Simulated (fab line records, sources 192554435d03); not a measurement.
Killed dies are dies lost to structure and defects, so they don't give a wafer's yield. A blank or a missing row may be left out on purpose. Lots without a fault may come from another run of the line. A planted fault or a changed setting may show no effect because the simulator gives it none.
Chamber matching | flow n5_finfet | N5_BEOL_M11_PECVD_70 on pecvd-02: 3 sister chambers
The step deposits SiO2 from TEOS/O2, target thk 20 nm, time 22.7 s. 20 wafers are shown with their chamber, then 10 later ones without.

WAFERS WITH THEIR CHAMBER
wafer  | chamber | throttle_valve_pct (%) | heater_power_w (W) | showerhead_plenum_p_Torr (Torr)
L076.2 | 0       | 25.5                   | 662                | 8.79
L076.5 | 0       | 25.7                   | 648                | 8.78
L076.6 | 1       | 22.9                   | 730                | 8.77
L082.1 | 1       | 22.7                   | 856                | 8.75
L082.2 | 2       | 22.8                   | 725                | 8.77
L082.6 | 1       | 22.9                   | 873                | 8.76
L081.2 | 0       | 25.9                   | 739                | 8.78
L081.4 | 1       | 22.8                   | 847                | 8.74
L081.6 | 2       | 23.3                   | 763                | 8.79
L083.3 | 1       | 22.8                   | 739                | 8.77
L083.5 | 1       | 22.8                   | 736                | 8.76
L083.6 | 0       | 25.5                   | 665                | 8.81
L084.2 | 1       | 22.8                   | 775                | 8.79
L084.3 | 0       | 25.6                   | 706                | 8.80
L084.6 | 1       | 22.7                   | 804                | 8.77
L087.1 | 0       | 25.9                   | 644                | 8.78
L087.4 | 0       | 26.0                   | 647                | 8.78
L087.6 | 1       | 22.9                   | 863                | 8.78
L089.2 | 0       | 25.7                   | 612                | 8.82
L089.5 | 0       | 25.5                   | 599                | 8.80

SIGNATURES (means of the wafers above)
reading                  | chamber 0 | chamber 1 | chamber 2 | scatter within a chamber
throttle_valve_pct       | 25.700    | 22.811    | 23.050    | 0.167
heater_power_w           | 658.00    | 802.56    | 744.00    | 50.6
showerhead_plenum_p_Torr | 8.7933    | 8.7656    | 8.7800    | 0.015
Rule: a wafer's distance from a chamber is the root of the sum, over the readings, of the square of ((its reading less the chamber's mean) divided by the reading's scatter). The wafer belongs to the nearest chamber; if the next one is less than 2 further off, it can't be placed. The scatter: the root of (the sum of the squares of (reading less its chamber's mean) over the shown wafers, divided by (wafers less chambers)).

WAFERS WITHOUT THEIR CHAMBER
wafer  | throttle_valve_pct (%) | heater_power_w (W) | showerhead_plenum_p_Torr (Torr)
L089.6 | 23.4                   | 774                | 8.78
L090.2 | 23.4                   | 801                | 8.79
L090.5 | 23.6                   | 783                | 8.80
L090.6 | 25.5                   | 705                | 8.79
L093.3 | 25.7                   | 705                | 8.78
L093.5 | 22.7                   | 814                | 8.77
L093.6 | 23.4                   | 732                | 8.77
L097.1 | 23.4                   | 748                | 8.80
L097.2 | 22.7                   | 742                | 8.77
L097.6 | 23.7                   | 779                | 8.80

WHICH CHAMBER EACH WENT THROUGH
wafer  | from the rows above     | in truth
L089.6 | can't be placed: 2 or 1 | 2
L090.2 | can't be placed: 2 or 1 | 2
L090.5 | can't be placed: 2 or 1 | 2
L090.6 | 0                       | 0
L093.3 | 0                       | 0
L093.5 | can't be placed: 1 or 2 | 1
L093.6 | can't be placed: 2 or 1 | 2
L097.1 | can't be placed: 2 or 1 | 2
L097.2 | can't be placed: 1 or 2 | 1
L097.6 | can't be placed: 2 or 1 | 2
Placed correctly: 2 of 10. Can't be placed from these rows: 8 (the true chamber is among the candidates in 8). Placed wrongly: 0.
